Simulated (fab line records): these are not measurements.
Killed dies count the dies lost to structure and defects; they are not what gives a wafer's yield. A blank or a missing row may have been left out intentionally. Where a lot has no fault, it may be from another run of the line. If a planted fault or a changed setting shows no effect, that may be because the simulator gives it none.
Comparing a struck lot with a sound one    flow n5 finfet    38 out of 1938 route steps
Sound: the wafers L248.1, L248.5, L248.6. Struck: wafer L253.6 (L253.2, L253.5, from the same lot, were not struck and are left out); the cause is given at the end.
For every step that has rows: the tool of each side, followed by ch and its chambers, followed by its first start. Under that, the readings that differ: sound wafers    struck wafers    difference of the means    sigmas: that difference in standard deviations of wafers without a fault.
alike: readings with means less than 2 such deviations apart, plus words and numbers identical on both sides. not compared: withheld readings, readings lacking a value on some wafer, bounds such as >300 that could conceal the same value, and numbers that have no deviation in the record and whose values overlap.
A row with sigmas, a row that says differs or no value, or rows on one side alone: a step with any of these is where the two part. When numbers do not overlap yet have no deviation, they are printed without sigmas and do not part them. A reading that every wafer of one side lacks parts them only if that side has two wafers or more.

first, 11 steps without rows for these wafers: N5_BEOL_M2_SPUTTER_92 (material Cu, target thk 4.5 nm, time 8.29 s); N5_BEOL_M2_ANNEAL_93 (time 240 s); N5_BEOL_M2_SPUTTER_94 (material Cu, target thk 4.5 nm, time 8.29 s); N5_BEOL_M2_ANNEAL_95 (time 240 s); N5_BEOL_M2_SPUTTER_96 (material Cu, target thk 4.5 nm, time 8.29 s); N5_BEOL_M2_ECD_50 (material Cu, target thk 300 nm); N5_BEOL_M2_ANNEAL_51 (time 90 s); N5_BEOL_M2_CMP_52 (polishes, stops on SiOC, t overpolish 6.8 s, target thk 40 nm); N5_BEOL_M2_PRE_CLEAN_60 (time 15 s); N5_BEOL_M2_CO_CAP_55 (material Co, precursor CCTBA/H2, target thk 2 nm, time 102.1 s); N5_BEOL_M2_PRE_CLEAN_56 (time 15 s).
N5_BEOL_M2_DEP_57: deposits SiCN from 3MS/NH3, target thk 8 nm, time 14 s.
  sound on pecvd-04 ch 1,2, day 9 05:22; struck on pecvd-04 ch 1, day 11 07:28
reading                                   sound  struck  difference  sigmas
model.SiCN_of_BEOL_M2_DEP_57.thk nm (nm)  8 8 8  14.8    +6.8        
  alike: showerhead plenum p Torr, throttle valve pct
then, 22 steps without rows for these wafers: N5_BEOL_M3_ILD_DEP_00 (deposits SiOC from DEMS/O2, target thk 79 nm, time 15.3 s); N5_BEOL_M3_PECVD_72 (deposits SiO2 from TEOS/O2, target thk 16 nm, time 18 s); N5_BEOL_M3_HM_DEP_02 (deposits TiN, target thk 20 nm); N5_BEOL_M3_COAT_61 (time 60 s, resist thk 60 nm); N5_BEOL_M3_COAT_62 (time 60 s, resist thk 12 nm); N5_BEOL_M3_COAT_73 (time 60 s, resist thk 5 nm); N5_BEOL_M3_COAT_05 (resist thk 30 nm); N5_BEOL_M3_EBR_07; N5_BEOL_M3_SOFTBAKE_06 (time 60 s); N5_BEOL_M3_EXPOSE_08 (exposes mask M3); N5_BEOL_M3_PEB_09 (peb time 60 s); N5_BEOL_M3_DEVELOP_10 (develop time 30 s); N5_BEOL_M3_DESCUM_16 (chemistry O2, time 7 s); N5_BEOL_M3_ETCH_74 (etches underlayer in N2/H2, target depth 6.5 nm, time 5.2 s); N5_BEOL_M3_ETCH_63 (etches SiARC in CF4, target depth 15.6 nm, time 26 s); N5_BEOL_M3_ETCH_64 (etches SOC in N2/H2, target depth 75 nm, overetch 15 nm, time 112.5 s); N5_BEOL_M3_STRIP_65 (strips in N2/H2); N5_BEOL_M3_STRIP_75 (strips in N2/H2); N5_BEOL_M3_STRIP_66 (strips in CF4); N5_BEOL_M3_HM_OPEN_17 (chemistry Cl2/BCl3, target TiN, target depth 20 nm, overetch 6 nm); N5_BEOL_M3_STRIP_19 (strips in O2); N5_BEOL_M3_COAT_67 (time 60 s, resist thk 60 nm).
N5_BEOL_M3_CMP_52: polishes, stops on SiOC, t overpolish 6.8 s, target thk 40 nm.
  sound on cmp-03 ch 1,2, day 10 07:40; struck on cmp-04 ch 3, day 11 14:44
reading                                 sound              struck  difference  sigmas
retaining ring pressure frac            0.991 1.000 0.995  1.008   +0.013      +3
model.Cu_of_BEOL_M3_ECD_50.thk nm (nm)  39.6 39.6 40.2     48.6    +8.8        
  alike: barrier field endpoint s, motor current A, overpolish run s, time to endpoint s
N5_BEOL_M3_THK_MEAS_53: measures by xrf.
  sound on film metro-01, day 10 07:58; struck on film metro-01, day 11 15:02
reading      sound           struck  difference  sigmas
M3_THK (nm)  39.2 39.1 39.7  48.7    +9.4        +7
N5_BEOL_M3_RS_MEAS_58: measures by four-point-probe.
  sound on film metro-01, day 10 08:14; struck on film metro-02, day 11 15:29
reading         sound              struck  difference  sigmas
M3_RS (ohm/sq)  0.676 0.677 0.663  0.521   -0.151      -5
N5_BEOL_M4_RC_MEAS_101:
  sound on prober-01 ch 0, day 10 14:47; struck on prober-02 ch 0, day 12 08:53
  alike: DIBL_N, DIBL_P, IOFF_N, IOFF_P, ION_N, ION_P, SS_N, SS_P, VT_N, VT_P

== WHERE THEY PART ==
First at N5_BEOL_M3_CMP_52; last, within this record, at N5_BEOL_M3_RS_MEAS_58. Later steps at which nothing parts them and some readings are alike: N5_BEOL_M4_RC_MEAS_101.

WHY: the cause the simulator had injected
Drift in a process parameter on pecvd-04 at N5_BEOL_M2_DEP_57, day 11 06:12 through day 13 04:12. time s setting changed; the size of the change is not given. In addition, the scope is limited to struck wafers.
